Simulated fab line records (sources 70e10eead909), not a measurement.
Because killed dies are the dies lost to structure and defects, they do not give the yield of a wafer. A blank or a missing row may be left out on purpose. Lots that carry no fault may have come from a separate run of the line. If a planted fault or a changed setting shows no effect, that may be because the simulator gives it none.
fab line records + flow nand_harc
[record]
- lots = 6
- wafers = 18
- last_day = 33
route steps=1302 shown P_STI@88 END@1302
lots that met no fault: taken from a fault-free run of the same line
start_h: hours from the record's opening day to when the first of the lot's shown wafers began + wait_h: hours from the lot's prior step to this one + " identical to the entry in the row above + L1.1+2: a single row standing in for several wafers + - no value present, or no start provided + * or withheld: withheld + < > ~ a bound
route shown NAME@n: NAME is a module with steps in the file, n the number in the route of the first one + usual: mean/standard deviation taken from wafers without a fault + same: alike in all rows + chamber/n: place in a boat + sites: each site's reading + _std_site: how widely they spread, as a standard deviation + _edge_site: inner sites' mean taken away from outer sites' mean + radius_mm: for every site, how far away it sits from the centre of the wafer + mask NAME#n: copy n + behind: the last tool/chamber to shape the wafer + hold: why the lot was held/for how many hours/how that ended + device: the n, p or np transistor that did not switch + end of line: the tests these same wafers got at the end of their route + where a step has no rows: the recipe by itself + killed: count of dies lost to structure and defects at first sort (not the wafer's yield) + map: shows each die of a wafer: x if killed, . if not, _ if none is there
set.NAME: the setting the step ran with; set.NAME@STEP: the setting that earlier step ran with + model.NAME: the simulator's own value behind a step, which no gauge read
lots at selected steps of the route; one table per step, one row per wafer
services: a tool's chamber out of use, with start hour (start_h, from the record's first day; less than 0 if before it), hours out, and reason
[[steps]]
[step NHARC_P_STI_ETCH_42]
[recipe]
- target_depth_a = 800
- overetch_a = 240
- time_s = 61
- ion_energy_ev = 200
- n2_flow_sccm = 150
- h2_flow_sccm = 150
- ar_flow_sccm = 0
- rf_w = 400
- bias_w = 150
- chemistry = N2/H2
[usual]
- drypump_motor_current_A = 5.59/0.29
- oes_product_au = 1.002/0.011
- rf_fwd_power_W = 396.3/1.5
- rf_vpp_V = 430.0/2.4
- showerhead_plenum_p_Torr = 2.02/0.078
- throttle_valve_pct = 14.170/0.0084
| lot.wafer | tool        | chamber | start_h | wait_h | drypump_motor_current_A | oes_product_au | rf_fwd_power_W | rf_hours_counter_h | rf_vpp_V | showerhead_plenum_p_Torr | throttle_valve_pct |
|-----------|-------------|---------|---------|--------|-------------------------|----------------|----------------|--------------------|----------|--------------------------|--------------------|
| L544.4    | rie_diel-10 | 0       | 54.55   | 0.1    | 5.28                    | 0.989          | 396.2          | 13                 | 432.5    | 2.10                     | 14.148             |
| L544.3    | "           | 1       | "       | "      | 5.06                    | 0.995          | 396.4          | 12                 | 429.3    | 1.96                     | 14.171             |
| L544.6    | "           | 0       | "       | "      | 5.29                    | 0.993          | 397.1          | -                  | 432.2    | 2.10                     | 14.180             |
| L553.4    | rie_diel-10 | 1       | 146.20  | 0.1    | 5.09                    | 1.017          | 395.4          | 7                  | 427.6    | 1.95                     | 14.163             |
| L553.3    | "           | 3       | "       | "      | 5.75                    | 0.984          | 393.0          | 7                  | 427.9    | 1.98                     | 14.176             |
| L553.6    | "           | 1       | "       | "      | 5.09                    | 1.021          | 396.4          | -                  | 428.8    | 1.96                     | 14.175             |
| L559.1    | rie_diel-10 | 3       | 203.24  | 0.1    | 5.76                    | 0.992          | 396.5          | 12                 | 428.5    | 1.98                     | 14.167             |
| L559.2    | "           | 0       | "       | "      | 5.29                    | 0.995          | 395.5          | 12                 | 433.0    | 2.10                     | 14.179             |
| L559.6    | "           | 2       | "       | "      | 5.56                    | 1.014          | 397.0          | -                  | 428.9    | 2.01                     | 14.177             |
| L560.3    | rie_diel-09 | 1       | 214.48  | 0.1    | 5.57                    | 1.012          | 398.7          | 4                  | 426.1    | 1.90                     | 14.164             |
| L560.2    | "           | 0       | "       | "      | 5.42                    | 1.003          | 396.2          | 3                  | 431.8    | 2.09                     | 14.169             |
| L560.6    | "           | 1       | "       | "      | 5.57                    | 1.009          | 397.9          | -                  | 427.1    | 1.90                     | 14.184             |
| L563.2    | rie_diel-10 | 3       | 239.97  | 0.1    | 5.75                    | 1.000          | 394.8          | 16                 | 429.6    | 1.98                     | 14.181             |
| L563.4    | "           | 0       | "       | "      | 5.30                    | 0.998          | 395.6          | 16                 | 434.0    | 2.10                     | 14.166             |
| L563.1    | "           | 2       | "       | "      | 5.55                    | 1.022          | 398.1          | 15                 | 429.8    | 2.01                     | 14.164             |
| L566.3    | rie_diel-09 | 3       | 274.88  | 0.1    | 5.89                    | 1.017          | 397.1          | 8                  | 432.4    | 2.12                     | 14.169             |
| L566.4    | "           | 0       | "       | "      | 5.41                    | 1.000          | 396.7          | 7                  | 431.7    | 2.08                     | 14.178             |
| L566.5    | "           | 1       | "       | "      | 5.58                    | 1.015          | 397.8          | -                  | 426.8    | 1.90                     | 14.167             |
[step NHARC_P_STI_ETCH_31]
[recipe]
- target_depth_a = 1089
- time_s = 54.5
- cf4_flow_sccm = 100
- chf3_flow_sccm = 30
- ar_flow_sccm = 0
- rf_w = 500
- bias_w = 200
- chemistry = CF4/CHF3
[usual]
- cf4_flow_sccm = 100.0/0.31
- drypump_motor_current_A = 5.59/0.3
- oes_product_au = 0.965/0.017
- rf_fwd_power_W = 494.8/2.2
- rf_vpp_V = 370.2/2
- showerhead_plenum_p_Torr = 1.56/0.055
- throttle_valve_pct = 16.802/0.0084
| lot.wafer | tool        | chamber | start_h | wait_h | cf4_flow_sccm | drypump_motor_current_A | oes_product_au | rf_fwd_power_W | rf_hours_counter_h | rf_vpp_V | showerhead_plenum_p_Torr | throttle_valve_pct |
|-----------|-------------|---------|---------|--------|---------------|-------------------------|----------------|----------------|--------------------|----------|--------------------------|--------------------|
| L544.3    | rie_diel-10 | 2       | -       | -      | 100.0         | 5.57                    | 0.967          | 497.2          | 12                 | 371.9    | 1.56                     | 16.785             |
| L544.4    | "           | 0       | "       | "      | 99.7          | 5.26                    | 0.955          | 495.1          | 13                 | 371.5    | 1.62                     | 16.812             |
| L544.6    | "           | 2       | "       | "      | 99.5          | 5.55                    | 0.967          | 497.0          | -                  | 370.5    | 1.56                     | 16.804             |
| L553.4    | rie_diel-10 | 0       | -       | -      | 99.9          | 5.30                    | 0.970          | 493.5          | 7                  | 372.8    | 1.62                     | 16.788             |
| L553.3    | "           | 2       | "       | "      | 100.3         | 5.54                    | 0.961          | 494.2          | 6                  | 368.5    | 1.55                     | 16.802             |
| L553.6    | "           | 0       | "       | "      | 100.0         | 5.29                    | 0.968          | 493.9          | -                  | 371.9    | 1.62                     | 16.798             |
| L559.2    | rie_diel-10 | 1       | -       | -      | 100.0         | 5.09                    | 0.990          | 497.2          | 12                 | 369.4    | 1.51                     | 16.809             |
| L559.1    | "           | 2       | "       | "      | 100.0         | 5.54                    | 0.964          | 495.5          | 12                 | 369.4    | 1.55                     | 16.789             |
| L559.6    | "           | 1       | "       | "      | 100.0         | 5.07                    | 0.985          | 495.1          | -                  | 369.5    | 1.51                     | 16.811             |
| L560.3    | rie_diel-09 | 0       | -       | -      | 99.9          | 5.40                    | 0.980          | 494.8          | 3                  | 370.1    | 1.61                     | 16.813             |
| L560.2    | "           | 2       | "       | "      | 99.9          | 6.02                    | 0.947          | 493.6          | 4                  | 370.6    | 1.58                     | 16.804             |
| L560.6    | "           | 0       | "       | "      | 99.9          | 5.39                    | 0.981          | 494.6          | -                  | 370.8    | 1.61                     | 16.804             |
| L563.2    | rie_diel-10 | 0       | -       | -      | 100.1         | 5.26                    | 0.974          | 491.9          | 16                 | 372.9    | 1.62                     | 16.820             |
| L563.1    | "           | 1       | "       | "      | 100.3         | 5.10                    | 0.980          | 494.0          | 15                 | 368.9    | 1.51                     | 16.812             |
| L563.4    | "           | 2       | "       | "      | 100.4         | 5.57                    | 0.975          | 496.1          | 15                 | 370.0    | 1.55                     | 16.814             |
| L566.3    | rie_diel-09 | 3       | -       | -      | 100.0         | 5.88                    | 0.928          | 493.7          | 8                  | 372.2    | 1.63                     | 16.800             |
| L566.4    | "           | 1       | "       | "      | 100.1         | 5.57                    | 0.940          | 495.9          | 7                  | 367.0    | 1.47                     | 16.823             |
| L566.5    | "           | 3       | "       | "      | 99.8          | 5.87                    | 0.924          | 490.8          | -                  | 372.5    | 1.63                     | 16.805             |
[step NHARC_P_STI_ETCH_15]
[recipe]
- target_depth_a = 3000
- taper_deg = 4
- time_s = 100.1
- hbr_flow_sccm = 150
- cl2_flow_sccm = 50
- rf_w = 400
- icp_w = 400
- bias_w = 100
- chemistry = HBr/Cl2
[usual]
- drypump_motor_current_A = 6.0/0.49
- mfc_cl2_sccm = 50.00/0.14
- oes_product_au = 1.000/0.0091
- rf_fwd_power_W = 397.5/1.3
- throttle_valve_pct = 26.406/0.0097
| lot.wafer | tool      | chamber | start_h | wait_h | drypump_motor_current_A | mfc_cl2_sccm | oes_product_au | rf_fwd_power_W | rf_hours_counter_h | throttle_valve_pct |
|-----------|-----------|---------|---------|--------|-------------------------|--------------|----------------|----------------|--------------------|--------------------|
| L544.4    | rie_si-05 | 1       | 54.76   | -      | 6.0                     | 49.93        | 0.998          | 397.1          | 0.6                | 26.389             |
| L544.3    | "         | 2       | "       | "      | 5.4                     | 50.04        | 1.004          | 396.7          | 0.6                | 26.399             |
| L544.6    | "         | 1       | "       | "      | 6.0                     | 50.10        | 0.992          | 395.8          | -                  | 26.399             |
| L553.3    | rie_si-01 | 2       | 146.38  | -      | 5.5                     | 49.82        | 0.990          | 396.6          | 0.6                | 26.410             |
| L553.4    | "         | 3       | "       | "      | 6.2                     | 50.06        | 0.994          | 397.0          | 0.6                | 26.414             |
| L553.6    | "         | 2       | "       | "      | 5.5                     | 49.85        | 0.984          | 396.5          | -                  | 26.411             |
| L559.1    | rie_si-06 | 3       | 203.44  | -      | 5.2                     | 49.97        | 1.003          | 394.9          | 0.7                | 26.425             |
| L559.2    | "         | 0       | "       | "      | 6.6                     | 50.01        | 0.981          | 399.6          | 0.9                | 26.417             |
| L559.6    | "         | 3       | "       | "      | 5.2                     | 49.91        | 1.008          | 394.0          | -                  | 26.402             |
| L560.2    | rie_si-06 | 0       | 214.68  | -      | 6.6                     | 50.12        | 0.981          | 398.5          | 0.9                | 26.397             |
| L560.3    | "         | 1       | "       | "      | 5.7                     | 50.01        | 1.001          | 400.4          | 1.0                | 26.410             |
| L560.6    | "         | 3       | "       | "      | 5.2                     | 49.95        | 0.994          | 396.1          | -                  | 26.396             |
| L563.2    | rie_si-01 | 2       | 240.17  | -      | 5.5                     | 49.92        | 0.993          | 397.6          | 0.2                | 26.411             |
| L563.4    | "         | 3       | "       | "      | 6.1                     | 50.06        | 0.993          | 397.7          | 0.2                | 26.383             |
| L563.1    | "         | 0       | "       | "      | 6.1                     | 49.73        | 1.006          | 400.3          | 0.2                | 26.404             |
| L566.3    | rie_si-06 | 0       | 275.07  | -      | 6.6                     | 49.96        | 0.999          | 397.3          | 0.1                | 26.405             |
| L566.4    | "         | 1       | "       | "      | 5.7                     | 49.95        | 1.000          | 397.1          | 0.1                | 26.419             |
| L566.5    | "         | 3       | "       | "      | 5.2                     | 50.14        | 1.008          | 397.2          | -                  | 26.419             |
[step NHARC_P_STI_CD_MEAS_16]
[usual]
- cd_nm = 199.8/2.2
| lot.wafer | tool      | chamber | start_h | wait_h | cd_nm |
|-----------|-----------|---------|---------|--------|-------|
| L544.3    | cd_sem-01 | -       | 54.91   | -      | 200.4 |
| L544.4    | "         | -       | "       | "      | 200.1 |
| L544.6    | "         | -       | "       | "      | 199.9 |
| L553.3    | cd_sem-02 | -       | 146.55  | -      | 204.3 |
| L553.4    | "         | -       | "       | "      | 203.9 |
| L553.6    | "         | -       | "       | "      | 203.1 |
| L559.1    | cd_sem-03 | -       | 203.58  | -      | 198.8 |
| L559.2    | "         | -       | "       | "      | 197.2 |
| L559.6    | "         | -       | "       | "      | 197.8 |
| L560.2    | cd_sem-02 | -       | 214.83  | -      | 195.7 |
| L560.3    | "         | -       | "       | "      | 202.1 |
| L560.6    | "         | -       | "       | "      | 201.6 |
| L563.1    | cd_sem-02 | -       | 240.32  | -      | 200.2 |
| L563.2    | "         | -       | "       | "      | 199.6 |
| L563.4    | "         | -       | "       | "      | 199.9 |
| L566.3    | cd_sem-02 | -       | 275.23  | -      | 200.7 |
| L566.4    | "         | -       | "       | "      | 203.1 |
| L566.5    | "         | -       | "       | "      | 199.7 |
[step NHARC_P_STI_OCD_MEAS_17]
[usual]
- trench_depth_nm = 301/3.7
- trench_foot_cd_nm = 158.3/2.1
| lot.wafer | tool   | chamber | start_h | wait_h | trench_depth_nm | trench_foot_cd_nm |
|-----------|--------|---------|---------|--------|-----------------|-------------------|
| L544.3    | ocd-01 | -       | 54.99   | 0.1    | 305             | 157.4             |
| L544.4    | "      | -       | "       | "      | 300             | 158.4             |
| L544.6    | "      | -       | "       | "      | 300             | 158.6             |
| L553.3    | ocd-01 | -       | 146.64  | 0.1    | 296             | 163.4             |
| L553.4    | "      | -       | "       | "      | 298             | 161.3             |
| L553.6    | "      | -       | "       | "      | 297             | 161.4             |
| L559.1    | ocd-01 | -       | 203.67  | 0.1    | 302             | 157.8             |
| L559.2    | "      | -       | "       | "      | 295             | 157.7             |
| L559.6    | "      | -       | "       | "      | 301             | 157.3             |
| L560.2    | ocd-01 | -       | 214.92  | 0.1    | 298             | 157.1             |
| L560.3    | "      | -       | "       | "      | 303             | 160.6             |
| L560.6    | "      | -       | "       | "      | 301             | 159.7             |
| L563.1    | ocd-01 | -       | 240.41  | 0.1    | 303             | 159.0             |
| L563.2    | "      | -       | "       | "      | 296             | 160.2             |
| L563.4    | "      | -       | "       | "      | 298             | 158.9             |
| L566.3    | ocd-01 | -       | 275.31  | 0.1    | 301             | 160.2             |
| L566.4    | "      | -       | "       | "      | 300             | 162.6             |
| L566.5    | "      | -       | "       | "      | 302             | 159.2             |
[step NHARC_P_STI_STRIP_19]
[recipe]
- time_s = 900
- temp_c = 130
- chemistry = SPM
[step NHARC_P_STI_PRECLEAN_32]
[recipe]
- time_s = *
- temp_c = 50
- bath_age_min = 0
- chemistry = SC1
[step NHARC_P_STI_SRD_23]
[step NHARC_P_STI_OCD_MEAS_43]
[usual]
- trench_depth_nm = 301/3.8
- trench_foot_cd_nm = 158.2/2.2
| lot.wafer | tool   | chamber | start_h | wait_h | trench_depth_nm | trench_foot_cd_nm |
|-----------|--------|---------|---------|--------|-----------------|-------------------|
| L544.3    | ocd-01 | -       | 55.50   | -      | 305             | 157.0             |
| L544.4    | "      | -       | "       | "      | 300             | 158.6             |
| L544.6    | "      | -       | "       | "      | 299             | 158.4             |
| L553.3    | ocd-01 | -       | 147.14  | -      | 296             | 163.7             |
| L553.4    | "      | -       | "       | "      | 297             | 161.0             |
| L553.6    | "      | -       | "       | "      | 297             | 161.5             |
| L559.1    | ocd-01 | -       | 204.18  | -      | 302             | 156.9             |
| L559.2    | "      | -       | "       | "      | 295             | 157.9             |
| L559.6    | "      | -       | "       | "      | 301             | 157.0             |
| L560.2    | ocd-01 | -       | 215.44  | -      | 297             | 157.0             |
| L560.3    | "      | -       | "       | "      | 302             | 160.7             |
| L560.6    | "      | -       | "       | "      | 301             | 160.4             |
| L563.1    | ocd-01 | -       | 240.92  | -      | 304             | 158.8             |
| L563.2    | "      | -       | "       | "      | 296             | 159.6             |
| L563.4    | "      | -       | "       | "      | 299             | 158.9             |
| L566.3    | ocd-01 | -       | 275.82  | -      | 301             | 160.0             |
| L566.4    | "      | -       | "       | "      | 300             | 162.2             |
| L566.5    | "      | -       | "       | "      | 303             | 159.3             |
[step NHARC_P_STI_OXIDE_33]
[recipe]
- target_thk_a = 100
- temp_c = 1000
- ox_time_s = 281
- material = SiO2
[step NHARC_P_STI_HDPCVD_20]
[recipe]
- target_thk_a = withheld
- sigma_open_frac = withheld
- material = SiO2
[step NHARC_P_STI_ANNEAL_34]
[recipe]
- temp_c = 1000
- time_s = 1800
[step NHARC_P_STI_CMP_21]
[recipe]
- t_overpolish_s = 20
- target_thk_nm = 380.67
[usual]
- edge_zone_pressure_frac = 1.000/0.0048
- motor_current_A = 12.0/1.1
- overpolish_run_s = 19.999/0.0089
- retaining_ring_pressure_frac = 1.000/0.004
| lot.wafer | tool   | chamber | start_h | wait_h | edge_zone_pressure_frac | motor_current_A | overpolish_run_s | retaining_ring_pressure_frac |
|-----------|--------|---------|---------|--------|-------------------------|-----------------|------------------|------------------------------|
| L544.3    | cmp-03 | 1       | 75.92   | 0.4    | 1.005                   | 11.8            | 19.990           | 0.993                        |
| L544.4    | "      | 2       | "       | "      | 1.004                   | 11.2            | 20.021           | 0.998                        |
| L544.6    | "      | 1       | "       | "      | 1.007                   | 11.4            | 20.000           | 1.001                        |
| L553.3    | cmp-03 | 0       | 164.18  | 0.4    | 1.004                   | 12.6            | 19.978           | 1.000                        |
| L553.4    | "      | 3       | "       | "      | 0.990                   | 12.0            | 20.007           | 0.998                        |
| L553.6    | "      | 0       | "       | "      | 0.999                   | 12.8            | 20.013           | 0.999                        |
| L559.2    | cmp-03 | 2       | 224.92  | 0.4    | -                       | -               | -                | -                            |
| L559.1    | "      | 1       | "       | "      | -                       | -               | -                | -                            |
| L559.6    | "      | 2       | "       | "      | -                       | -               | -                | -                            |
| L560.2    | cmp-03 | 1       | 241.15  | 0.4    | -                       | -               | -                | -                            |
| L560.3    | "      | 2       | "       | "      | -                       | -               | -                | -                            |
| L560.6    | "      | 0       | "       | "      | -                       | -               | -                | -                            |
| L563.2    | cmp-04 | 1       | 261.51  | 0.4    | 0.993                   | 10.4            | 20.008           | 1.001                        |
| L563.4    | "      | 2       | "       | "      | 0.999                   | 11.2            | 19.974           | 0.999                        |
| L563.1    | "      | 0       | "       | "      | 1.002                   | 12.6            | 19.991           | 1.008                        |
| L566.3    | cmp-04 | 3       | 292.64  | 0.4    | 1.006                   | 13.5            | 20.023           | 1.002                        |
| L566.4    | "      | 0       | "       | "      | 0.999                   | 12.3            | 20.011           | 1.002                        |
| L566.5    | "      | 2       | "       | "      | 0.996                   | 10.5            | 19.995           | 0.999                        |
[step NHARC_END_SORT_01]
[recipe]
- temp_c = 25
[usual]
- killed_at_array = 57/20
- killed_at_other = 1.0/1.5
- killed_at_periphery = 3.5/2.5
- killed_dies = 62/21
- killed_open = 3.5/1.9
- killed_short = 2.4/1.6
[same]
- gross_dies = 677
| lot.wafer | tool      | chamber | start_h | wait_h | killed_at_array | killed_at_other | killed_at_periphery | killed_dies | killed_open | killed_short |
|-----------|-----------|---------|---------|--------|-----------------|-----------------|---------------------|-------------|-------------|--------------|
| L559.1    | prober-01 | 0       | 708.65  | 2.5    | 32              | 0               | 645                 | 677         | 1           | 1            |
| L559.2    | prober-01 | 0       | 709.46  | 2.8    | 31              | 0               | 646                 | 677         | 2           | 3            |
| L559.6    | prober-01 | 0       | 712.70  | 4.0    | 28              | 0               | 649                 | 677         | 2           | 1            |
| L560.2    | prober-01 | 0       | 757.96  | 2.8    | 70              | 0               | 607                 | 677         | 3           | 0            |
| L560.3    | prober-01 | 0       | 758.76  | 3.1    | 81              | 0               | 596                 | 677         | 5           | 2            |
| L560.6    | prober-01 | 0       | 761.16  | 4.0    | 88              | 0               | 589                 | 677         | 2           | 3            |
// killed by level:class
L559.1 P_STI:area_cmp=644 A_CHANNEL_HOLE_D1:chamber_film_flake=10 A_CONTACT:chamber_film_flake=10 A_CHANNEL_HOLE_D2:chamber_film_flake=4 A_SLIT:chamber_film_flake=4 A_ONON_D2:geometric_particle:open=1 A_WL_FILL:geometric_particle:short=1 P_ZERO_WELL:chamber_film_flake=1
L559.2 P_STI:area_cmp=643 A_CHANNEL_HOLE_D1:chamber_film_flake=9 A_CONTACT:chamber_film_flake=6 A_SLIT:chamber_film_flake=5 P_M1:geometric_particle:short=2 A_CHANNEL_HOLE_D2:chamber_film_flake=2 A_ONON_D1:geometric_particle:short=1 A_CHANNEL_HOLE_D1:geometric_particle:open=1
L559.6 P_STI:area_cmp=646 A_CONTACT:chamber_film_flake=11 A_CHANNEL_HOLE_D1:chamber_film_flake=7 A_M1:geometric_particle:open=2 P_CONTACT:chamber_film_flake=2 A_SLIT:chamber_film_flake=2 A_BONDPAD:chamber_film_flake=2 A_ONON_D1:geometric_particle:short=1
L560.2 P_STI:area_cmp=604 A_SLIT:chamber_film_flake=34 A_CHANNEL_HOLE_D1:chamber_film_flake=27 A_CONTACT:chamber_film_flake=2 P_M2:chamber_film_flake=2 A_SGD_CUT:chamber_film_flake=2 A_DECK1_JOINT:geometric_particle:open=1 A_SGD_CUT:geometric_particle:open=1
L560.3 P_STI:area_cmp=593 A_SLIT:chamber_film_flake=31 A_CHANNEL_HOLE_D1:chamber_film_flake=28 A_SGD_CUT:chamber_film_flake=5 A_STAIRCASE:chamber_film_flake=4 A_CONTACT:chamber_film_flake=4 A_ZERO_WELL:chamber_film_flake=3 A_WL_FILL:geometric_particle:open=2
L560.6 P_STI:area_cmp=587 A_SLIT:chamber_film_flake=32 A_CHANNEL_HOLE_D1:chamber_film_flake=27 A_STAIRCASE:chamber_film_flake=8 A_CONTACT:chamber_film_flake=5 A_ZERO_WELL:chamber_film_flake=3 A_SGD_CUT:chamber_film_flake=3 A_WL_FILL:chamber_film_flake=2
// map L559.1 (x killed, . not)
____________x____________
_________xxxxxxx_________
_______xxxxxxxxxxx_______
______xxxxxxxxxxxxx______
_____xxxxxxxxxxxxxxx_____
____xxxxxxxxxxxxxxxxx____
____xxxxxxxxxxxxxxxxx____
___xxxxxxxxxxxxxxxxxxx___
___xxxxxxxxxxxxxxxxxxx___
__xxxxxxxxxxxxxxxxxxxxx__
__xxxxxxxxxxxxxxxxxxxxx__
_xxxxxxxxxxxxxxxxxxxxxxx_
_xxxxxxxxxxxxxxxxxxxxxxx_
_xxxxxxxxxxxxxxxxxxxxxxx_
_xxxxxxxxxxxxxxxxxxxxxxx_
_xxxxxxxxxxxxxxxxxxxxxxx_
xxxxxxxxxxxxxxxxxxxxxxxxx
xxxxxxxxxxxxxxxxxxxxxxxxx
xxxxxxxxxxxxxxxxxxxxxxxxx
xxxxxxxxxxxxxxxxxxxxxxxxx
xxxxxxxxxxxxxxxxxxxxxxxxx
_xxxxxxxxxxxxxxxxxxxxxxx_
_xxxxxxxxxxxxxxxxxxxxxxx_
_xxxxxxxxxxxxxxxxxxxxxxx_
_xxxxxxxxxxxxxxxxxxxxxxx_
_xxxxxxxxxxxxxxxxxxxxxxx_
__xxxxxxxxxxxxxxxxxxxxx__
__xxxxxxxxxxxxxxxxxxxxx__
___xxxxxxxxxxxxxxxxxxx___
___xxxxxxxxxxxxxxxxxxx___
____xxxxxxxxxxxxxxxxx____
____xxxxxxxxxxxxxxxxx____
_____xxxxxxxxxxxxxxx_____
______xxxxxxxxxxxxx______
_______xxxxxxxxxxx_______
_________xxxxxxx_________
____________x____________
// map L560.2 (x killed, . not)
____________x____________
_________xxxxxxx_________
_______xxxxxxxxxxx_______
______xxxxxxxxxxxxx______
_____xxxxxxxxxxxxxxx_____
____xxxxxxxxxxxxxxxxx____
____xxxxxxxxxxxxxxxxx____
___xxxxxxxxxxxxxxxxxxx___
___xxxxxxxxxxxxxxxxxxx___
__xxxxxxxxxxxxxxxxxxxxx__
__xxxxxxxxxxxxxxxxxxxxx__
_xxxxxxxxxxxxxxxxxxxxxxx_
_xxxxxxxxxxxxxxxxxxxxxxx_
_xxxxxxxxxxxxxxxxxxxxxxx_
_xxxxxxxxxxxxxxxxxxxxxxx_
_xxxxxxxxxxxxxxxxxxxxxxx_
xxxxxxxxxxxxxxxxxxxxxxxxx
xxxxxxxxxxxxxxxxxxxxxxxxx
xxxxxxxxxxxxxxxxxxxxxxxxx
xxxxxxxxxxxxxxxxxxxxxxxxx
xxxxxxxxxxxxxxxxxxxxxxxxx
_xxxxxxxxxxxxxxxxxxxxxxx_
_xxxxxxxxxxxxxxxxxxxxxxx_
_xxxxxxxxxxxxxxxxxxxxxxx_
_xxxxxxxxxxxxxxxxxxxxxxx_
_xxxxxxxxxxxxxxxxxxxxxxx_
__xxxxxxxxxxxxxxxxxxxxx__
__xxxxxxxxxxxxxxxxxxxxx__
___xxxxxxxxxxxxxxxxxxx___
___xxxxxxxxxxxxxxxxxxx___
____xxxxxxxxxxxxxxxxx____
____xxxxxxxxxxxxxxxxx____
_____xxxxxxxxxxxxxxx_____
______xxxxxxxxxxxxx______
_______xxxxxxxxxxx_______
_________xxxxxxx_________
____________x____________
[[services]]
| tool        | chamber | start_h | hours | kind   |
|-------------|---------|---------|-------|--------|
| cmp-04      | -       | 32.06   | 1.3   | repair |
| rie_diel-10 | -       | 65.50   | 9.0   | pm     |
| rie_si-06   | -       | 72.00   | 9.0   | pm     |
| cmp-04      | -       | 72.09   | 1.1   | repair |
| cmp-03      | -       | 78.95   | 4.0   | pm     |
| rie_diel-09 | -       | 84.08   | 0.4   | repair |
| rie_diel-09 | 0       | 89.14   | 13.9  | repair |
| cmp-04      | -       | 106.06  | 2.7   | repair |
| cmp-04      | -       | 111.07  | 4.0   | pm     |
| rie_diel-10 | 0       | 111.72  | 4.1   | repair |
| rie_diel-10 | 2       | 118.51  | 4.3   | repair |
| cmp-04      | -       | 120.80  | 0.5   | repair |
| rie_diel-09 | 3       | 134.55  | 3.3   | repair |
| rie_diel-09 | -       | 143.10  | 9.0   | pm     |
| rie_si-01   | 3       | 155.68  | 13.9  | repair |
| cmp-03      | -       | 176.95  | 4.0   | pm     |
| rie_si-06   | 1       | 226.03  | 4.0   | repair |
| cmp-03      | -       | 229.58  | 4.1   | repair |
| rie_diel-10 | -       | 242.50  | 9.0   | pm     |
| rie_si-06   | -       | 249.00  | 9.0   | pm     |
| rie_diel-10 | -       | 262.75  | 0.5   | repair |
| cmp-03      | -       | 270.99  | 10.7  | repair |
| cmp-03      | -       | 281.73  | 4.0   | pm     |
| cmp-03      | -       | 289.79  | 0.7   | repair |
[[key]]
[first_sign]
- step = NHARC_P_STI_CMP_21
- reading = tool_record
- direction = missing
[effect]
- step = NHARC_END_SORT_01
- reading = killed_at_periphery
- direction = up
- sigmas = 99+
- usual = 3.5
- struck = 622
[more_kills_born_at]
- NHARC_P_STI_CMP_21@cmp-03 = 3717
met_at NHARC_P_STI_CMP_21
struck_wafers L559.1,L559.2,L559.6,L560.2,L560.3,L560.6
later_rows_left_out L559.1,L559.2,L559.6,L560.2,L560.3,L560.6
tester_left_out L559,L560
onset_between 164.18 224.92
[fault]
- kind = skipped_step_whole
- tool = cmp-03
- chamber = -
- onset_h = 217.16
- steps = NHARC_P_STI_CMP_21
- scope = struck_lots_only
// tester_left_out: of these lots the tester's yield and bins aren't shown, on N5 and GAA mostly nor the transistor test; their killed dies are dies lost to structure and defects alone, not to doping, threshold or leakage, so they don't give the yield
// later_rows_left_out: the simulator's readings of these wafers behind a module that went badly wrong aren't trusted and aren't shown, but for the sort
